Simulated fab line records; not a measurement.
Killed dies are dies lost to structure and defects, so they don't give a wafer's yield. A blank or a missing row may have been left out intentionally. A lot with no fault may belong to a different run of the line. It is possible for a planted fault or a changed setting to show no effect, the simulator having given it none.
fab line records | flow n5Finfet
record lots=10 wafers=29 lastDay=17
route steps=1938 shown BEOL_M3@1005 BEOL_M4@1036 PASSIVATION@1936
lots that met no fault: from a run of the same line without faults
startH: start of the lot's first displayed wafer, in hours after the record's first day | waitH: time in hours since the lot's previous step | " identical to the entry in the row above | L1.1+2: a row that stands for several wafers | - no value, or no start given | * or withheld: withheld | < > ~ a bound
route shown NAME@n: NAME is a module with steps in the file, n the number in the route of the first one | usual: the fault-free wafers' mean and standard deviation | same: alike in all rows | chamber/n: place in a boat | sites: per-site readings | _std_site: standard deviation across them | _edge_site: mean of outer sites minus mean of inner sites | radiusMm: how far each site lies from the wafer's centre | mask NAME#n: copy n | behind: tool/chamber where the wafer was last shaped | hold: reason for holding the lot/hours on hold/outcome of the hold | device: transistor that didn't switch, given as n, p or np | end of line: the route-end tests of the same wafers | a step given without rows: its recipe and nothing more | killed: at the first sort, the dies lost to defects and structure; wafer yield is something else | map: a wafer's dies, x killed, . not, _ none there
set.NAME: setting as actually run; set.NAME@STEP: the setting as run at that earlier step | model.NAME: the simulator's own value behind a step, which no gauge read
a sample of lots followed through the steps of the route, with each step as a table and each wafer as a row
services: when a tool's chamber went out of use (startH, in hours from the record's first day, below 0 if earlier), for how many hours, and the reason
## steps
# step N5_BEOL_M3_ANNEAL_91
# recipe tempC=400 timeS=240 ambient=vacuum
# usual heaterPowerW=837/82
# same timeS=240
# columns lot.wafer tool chamber startH waitH heaterPowerW
L522.1 pvdSputter-03 - 161.94 0.0 889
L522.4 " - " " 797
L522.5 " - " " 772
L524.2 pvdSputter-02 - 164.54 0.0 807
L524.3 " - " " 907
L524.4 " - " " 753
L523.3 pvdSputter-03 - 168.19 0.0 791
L523.5 " - " " 904
L523.6 " - " " 811
L525.1 pvdSputter-03 - 178.55 0.0 950
L525.4 " - " " 803
L525.5 " - " " 788
L527.3 pvdSputter-01 - 187.11 0.0 758
L527.4 " - " " 923
L527.5 " - " " 835
L529.1 pvdSputter-01 - 206.95 0.0 983
L529.2 " - " " 832
L535.2 pvdSputter-02 - 237.99 0.0 736
L535.5 " - " " 898
L535.6 " - " " 720
L539.2 pvdSputter-03 - 263.59 0.0 978
L539.4 " - " " 789
L539.5 " - " " 877
L541.1 pvdSputter-02 - 282.16 0.0 730
L541.3 " - " " 816
L541.4 " - " " 900
L543.1 pvdSputter-03 - 290.41 0.0 883
L543.3 " - " " 775
L543.6 " - " " 782
# step N5_BEOL_M3_CO_CAP_55
# recipe material=Co targetThkA=20 tempC=200 precursor=CCTBA/H2 pressureTorr=30 timeS=102.1
# usual heaterPowerW=251/25
# same timeS=102.1
# columns lot.wafer tool chamber startH waitH heaterPowerW
L522.1 cvdCo-02 0 163.40 0.0 214
L522.4 " 0 " " 210
L522.5 " 2 " " 278
L524.2 cvdCo-02 2 165.98 0.0 270
L524.3 " 0 " " 220
L524.4 " 2 " " 277
L523.3 cvdCo-01 0 170.72 0.0 256
L523.5 " 0 " " 263
L523.6 " 1 " " 225
L525.1 cvdCo-01 2 180.00 0.0 246
L525.4 " 2 " " 235
L525.5 " 1 " " 226
L527.3 cvdCo-01 2 188.55 0.0 232
L527.4 " 1 " " 226
L527.5 " 0 " " 260
L529.1 cvdCo-02 2 208.46 0.0 274
L529.2 " 1 " " 277
L535.2 cvdCo-02 1 239.43 0.0 275
L535.5 " 2 " " 271
L535.6 " 0 " " 216
L539.2 cvdCo-01 1 265.03 0.0 226
L539.4 " 2 " " 247
L539.5 " 1 " " 228
L541.1 cvdCo-01 1 283.62 0.0 232
L541.3 " 0 " " 253
L541.4 " 2 " " 240
L543.1 cvdCo-02 2 291.85 0.0 277
L543.3 " 0 " " 216
L543.6 " 0 " " 221
# step N5_BEOL_M4_INSPECT_13
# recipe mode=adi inspectInstrument=brightfield
# usual rawDefectCount=444/120
# columns lot.wafer tool chamber startH waitH rawDefectCount
L522.1 defectInspect-01 - 166.37 0.1 361
L522.4 " - " " 244
L522.5 " - " " 304
L524.2 defectInspect-01 - 167.16 0.0 535
L524.3 " - " " 490
L524.4 " - " " 349
L523.3 defectInspect-02 - 175.67 0.0 493
L523.5 " - " " 517
L523.6 " - " " 688
L525.1 defectInspect-01 - 182.95 0.1 634
L525.4 " - " " 497
L525.5 " - " " 337
L527.3 defectInspect-02 - 190.07 0.0 431
L527.4 " - " " 473
L527.5 " - " " 507
L529.1 defectInspect-01 - 210.21 0.1 312
L529.2 " - " " 293
L535.2 defectInspect-01 - 240.59 0.0 476
L535.5 " - " " 504
L535.6 " - " " 617
L539.2 defectInspect-01 - 266.11 0.0 285
L539.4 " - " " 386
L539.5 " - " " 405
L541.1 defectInspect-01 - 285.34 0.1 359
L541.3 " - " " 335
L541.4 " - " " 502
L543.1 defectInspect-01 - 293.55 0.1 440
L543.3 " - " " 513
L543.6 " - " " 419
# step N5_BEOL_M4_ETCH_63
# recipe chemistry=CF4 target=SiARC targetDepthA=156 maskMaterial=CAR-EUV timeS=26 ionEnergyEv=80 pressureMtorr=40 sourceW=545 biasW=36 Ar_flow_sccm=100 cf4FlowSccm=100 ends=cleared
# usual drypumpMotorCurrentA=5.8/0.4 etchRfOnTimeS=25.9/0.31 oesProductAu=0.69/0.071 rfVppV=184.5/1.2 showerheadPlenumPTorr=2.18/0.069 throttleValvePct=15.44/0.24
# columns lot.wafer tool chamber startH waitH drypumpMotorCurrentA etchRfOnTimeS oesProductAu rfHoursCounterH rfVppV showerheadPlenumPTorr throttleValvePct
L522.1 rieDiel-06 3 166.46 0.0 6.6 26.0 0.58 229 182.0 2.03 15.35
L522.4 " 1 " " 6.4 25.9 0.73 64 186.2 2.26 15.50
L522.5 " 3 " " 6.6 25.9 0.59 - 182.1 2.03 15.37
L524.2 rieDiel-05 0 167.25 0.0 5.1 25.6 0.79 12 185.8 2.27 15.52
L524.3 " 1 " " 5.6 25.5 0.64 133 184.8 2.24 15.43
L524.4 " 3 " " 5.9 26.1 0.57 239 183.4 2.11 15.81
L523.3 rieDiel-05 0 175.76 0.0 5.1 25.7 0.79 14 184.4 2.27 15.51
L523.5 " 0 " " 5.1 26.0 0.78 - 186.7 2.27 15.49
L523.6 " 3 " " 5.9 26.7 0.56 - 183.9 2.11 15.81
L525.1 rieDiel-05 1 183.51 0.0 5.6 42.8 0.50 138 184.8 2.23 15.43
L525.4 " 2 " " 5.8 25.9 0.78 22 183.6 2.18 15.03
L525.5 " 0 " " 5.1 25.8 0.77 - 186.0 2.27 15.53
L527.3 rieDiel-05 1 190.15 0.0 5.6 43.1 0.49 140 186.1 2.23 15.45
L527.4 " 0 " " 5.1 26.0 0.76 19 184.0 2.27 15.51
L527.5 " 1 " " 5.6 25.9 0.63 - 185.9 2.23 15.43
L529.1 rieDiel-05 0 210.40 0.0 5.0 42.8 0.58 26 184.3 2.27 15.52
L529.2 " 1 " " 5.7 26.3 0.63 147 184.6 2.23 15.46
L535.2 rieDiel-04 0 240.67 0.0 5.4 26.2 0.72 70 183.8 2.17 15.55
L535.5 " 0 " " 5.4 26.3 0.71 - 184.7 2.17 15.54
L535.6 " 1 " " 6.0 25.7 0.70 - 185.4 2.17 15.27
L539.2 rieDiel-06 3 266.30 0.0 6.6 25.4 0.82 6 184.8 2.27 14.92
L539.4 " 3 " " 6.6 25.5 0.83 - 186.0 2.27 14.91
L539.5 " 2 " " 5.6 26.0 0.63 - 182.8 2.05 15.71
L541.1 rieDiel-04 1 285.76 0.0 6.0 25.8 0.69 98 183.5 2.16 15.29
L541.3 " 2 " " 5.9 25.9 0.66 130 185.6 2.15 15.79
L541.4 " 0 " " 5.4 26.4 0.69 88 181.5 2.17 15.58
L543.1 rieDiel-04 0 293.63 0.0 5.5 25.9 0.70 90 183.4 2.16 15.58
L543.3 " 1 " " 6.0 25.7 0.69 101 185.2 2.16 15.30
L543.6 " 0 " " 5.4 25.9 0.70 - 184.2 2.16 15.57
# step N5_BEOL_M4_RC_MEAS_101
# usual DIBL_N=36.3/1.4 DIBL_P=36.2/1.5 IOFF_N=0.160/0.021 IOFF_P=0.211/0.027 ION_N=676/7.7 ION_P=463/5.5 SS_N=71.4/0.57 SS_P=73.3/0.58 VT_N=249.3/2.5 VT_P=-250.1/2.6
# columns lot.wafer tool chamber startH waitH DIBL_N[mV/V] DIBL_P[mV/V] IOFF_N[nA/um] IOFF_P[nA/um] ION_N[uA/um] ION_P[uA/um] SS_N[mV/dec] SS_P[mV/dec] VT_N[mV] VT_P[mV]
L522.1 prober-01 0 181.54 0.0 38.2 38.3 0.174 0.251 683 471 72.4 73.7 248.6 -245.4
L522.4 " 0 " " 37.7 36.9 0.154 0.215 675 464 72.0 73.3 250.5 -246.7
L522.5 " 0 " " 39.7 38.2 0.195 0.248 675 465 72.0 73.9 248.5 -249.7
L524.2 prober-02 0 183.71 0.2 37.4 37.7 0.176 0.234 681 472 71.2 74.2 245.6 -246.2
L524.3 " 0 " " 37.2 36.4 0.156 0.216 669 460 71.7 74.4 251.1 -246.7
L524.4 " 0 " " 37.6 37.6 0.172 0.230 673 465 71.4 73.6 246.3 -246.6
L523.3 prober-01 0 186.48 0.3 34.7 35.4 0.147 0.193 674 461 70.8 72.1 249.7 -250.8
L523.5 " 0 " " 35.4 35.5 0.154 0.193 673 457 71.6 73.2 250.8 -250.3
L523.6 " 0 " " 35.9 36.0 0.162 0.212 676 463 71.6 72.9 249.0 -249.7
L525.1 prober-02 0 189.07 0.0 37.4 38.7 0.190 0.217 691 466 71.3 72.6 247.0 -251.9
L525.4 " 0 " " 35.2 35.6 0.150 0.176 671 457 70.5 72.5 248.2 -253.0
L525.5 " 0 " " 37.5 38.4 0.201 0.208 688 466 71.4 72.7 245.2 -251.5
L527.3 prober-01 0 205.08 0.3 38.6 37.1 0.156 0.234 668 467 71.9 73.6 252.9 -250.9
L527.4 " 0 " " 38.2 37.4 0.152 0.229 673 469 71.0 73.6 249.7 -249.4
L527.5 " 0 " " 37.8 35.5 0.137 0.201 674 461 71.8 73.1 253.1 -250.7
L529.1 prober-01 0 217.77 0.0 35.9 37.6 0.178 0.229 687 463 71.1 73.7 248.4 -251.9
L529.2 " 0 " " 36.6 37.9 0.185 0.239 675 461 70.8 73.7 243.7 -249.4
L535.2 prober-01 0 249.96 0.2 36.1 35.9 0.178 0.230 679 475 72.0 74.0 245.3 -247.7
L535.5 " 0 " " 36.5 35.2 0.171 0.226 679 467 71.3 73.6 245.6 -244.8
L535.6 " 0 " " 36.4 35.9 0.180 0.238 681 464 71.5 73.9 246.9 -247.4
L539.2 prober-02 0 283.61 0.2 35.0 34.3 0.146 0.194 679 467 70.6 72.6 249.2 -249.9
L539.4 " 0 " " 35.2 34.6 0.144 0.202 667 462 70.2 72.6 249.8 -249.2
L539.5 " 0 " " 38.0 37.7 0.191 0.251 679 467 70.8 73.4 243.9 -248.9
L541.1 prober-02 0 296.92 0.0 36.2 37.0 0.155 0.210 681 465 71.0 72.6 248.7 -248.2
L541.3 " 0 " " 33.3 34.4 0.112 0.168 667 460 70.5 72.3 252.3 -251.6
L541.4 " 0 " " 35.4 36.0 0.134 0.185 676 465 71.1 72.1 250.8 -252.4
L543.1 prober-01 0 308.31 0.0 36.9 37.2 0.179 0.233 680 468 71.7 73.4 249.0 -246.6
L543.3 " 0 " " 36.1 36.4 0.162 0.231 683 469 71.4 74.0 249.9 -250.1
L543.6 " 0 " " 37.2 37.9 0.189 0.242 687 471 72.7 74.3 247.6 -248.8
# step N5_PASSIVATION_PROBE_49
# usual defectLimitedYield=91.3/1.4 killed_at_M0_to_M3=34/10 killed_at_M4_up=13/4.8 killedAtContacts=12/6.1 killedAtFrontEnd=40/11 killedAtOther=3.7/2.8 killedDies=103/16 killedOpen=67/12 killedShort=34/7.4 sort_bin_5_function=5.1/0.95 sort_bin_6_memory=3.2/0.62 sortNPass=1077/16 sortYieldPct=91.3/1.4
# same grossDies=1180 killedAtBackSide=0 sort_bin_4_leakage[%]=0 sort_bin_8_speed[%]=0
# columns lot.wafer tool chamber startH waitH defectLimitedYield[%] killed_at_M0_to_M3 killed_at_M4_up killedAtContacts killedAtFrontEnd killedAtOther killedDies killedOpen killedShort sort_bin_5_function[%] sort_bin_6_memory[%] sortNPass sortYieldPct[%]
L529.2 prober-02 - 307.44 0.1 91.9 33 12 6 41 4 96 56 39 3.6 4.0 1084 91.9
# killed by level:class
L529.2 FIN_SAQP:geometricParticle:short=10 BEOL_M0_SAQP:geometricParticle:open=9 BEOL_M0_SAQP:geometricParticle:short=8 BEOL_M4:geometricParticle:open=7 STI_FIN_REVEAL:geometricParticle:open=6 FIN_SAQP:geometricParticle:open=5 GATE_CUT:geometricParticle:short=5 BEOL_M0:geometricParticle:open=4
## services
# columns tool chamber startH hours kind
pvdSputter-02 - 153.37 1.0 repair
pvdSputter-03 - 169.70 3.3 repair
cvdCo-02 - 191.70 1.9 repair
rieDiel-05 3 204.47 - clean
rieDiel-05 3 204.47 - consumableReplace:focusRing
rieDiel-05 3 204.47 40.2 scheduledDown
rieDiel-05 3 204.47 40.2 ventCycle
rieDiel-06 3 228.27 - clean
rieDiel-06 3 228.27 - consumableReplace:focusRing
rieDiel-06 3 228.27 - consumableReplace:showerhead
rieDiel-06 3 228.27 22.3 scheduledDown
rieDiel-06 3 228.27 22.3 ventCycle
cvdCo-01 - 263.62 0.5 repair
cvdCo-01 - 273.90 6.9 pm
cvdCo-02 1 278.12 4.1 repair
cvdCo-01 - 291.28 6.0 pm
## key
firstSign step=N5_BEOL_M4_ETCH_63 reading=etchRfOnTimeS direction=up sigmas=55 usual=* struck=*
effect step=N5_BEOL_M4_ETCH_63 reading=oesProductAu direction=down sigmas=2.4 usual=0.69 struck=0.52 wafersMoved=2
metAt N5_BEOL_M4_ETCH_63
struckLots L525,L527,L529
struckWafers L525.1,L527.3,L529.1
notActingAt N5_BEOL_M3_ANNEAL_91,N5_BEOL_M3_CO_CAP_55,N5_BEOL_M4_INSPECT_13
onsetBetween 175.76 183.51
fault kind=processParameterDrift tool=rieDiel-05 chamber=- onsetH=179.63 steps=N5_BEOL_M4_ETCH_63 channel=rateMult offset=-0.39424 shape=step endH=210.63 scope=struckWafersOnly
